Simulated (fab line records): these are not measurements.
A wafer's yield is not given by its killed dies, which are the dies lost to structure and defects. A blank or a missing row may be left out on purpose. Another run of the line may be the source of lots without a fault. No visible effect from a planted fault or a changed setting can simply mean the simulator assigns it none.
Matching of chambers    flow nand-harc    ald-hk-02 running NHARC_A_STAIRCASE_ALD_415: 4 sister chambers
The step deposits SiO2, target thk 30 nm, pulse time 6 s, ald cycles 300. 7 wafers are shown with their chamber, then 8 later ones without.

WAFERS, EACH WITH ITS CHAMBER
wafer   chamber  heater-power-w (W)  precursor-pulse-height-rel
L082.1  1        383                 1.044
L088.5  2        472                 1.003
L088.6  1        375                 1.017
L087.4  0        467                 1.003
L087.5  3        538                 0.995
L087.6  2        446                 1.010
L090.2  3        534                 0.960

WAFERS WHOSE CHAMBER IS MISSING
wafer   heater-power-w (W)  precursor-pulse-height-rel
L090.4  443                 1.016
L090.5  470                 1.001
L090.1  379                 0.980
L090.3  464                 0.993
L090.6  531                 1.022
L093.1  542                 0.967
L093.2  454                 1.001
L093.3  389                 0.992

THE CHAMBER EACH PASSED THROUGH
wafer   from the rows above      in truth
L090.4  can't be placed: 2 or 0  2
L090.5  can't be placed: 0 or 2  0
L090.1  1                        1
L090.3  can't be placed: 0 or 2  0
L090.6  3                        3
L093.1  3                        3
L093.2  can't be placed: 2 or 0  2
L093.3  1                        1
4 of 8 placed correctly. From these rows, 4 cannot be placed; in 4 the true chamber is one of the candidates. Number placed wrongly: 0.
How it was worked out, from the rows above alone: a wafer's distance from a chamber is the root of the sum, over the readings, of the square of ((its reading less the chamber's mean) divided by the reading's scatter). The wafer belongs to the nearest chamber; if the next one is less than 2 further off, it can't be placed. For every chamber, the mean is computed from those of its wafers that are shown. The scatter: take each reading less its chamber's mean, square it, sum over the shown wafers, divide by the number of wafers less the number of chambers, and take the root.
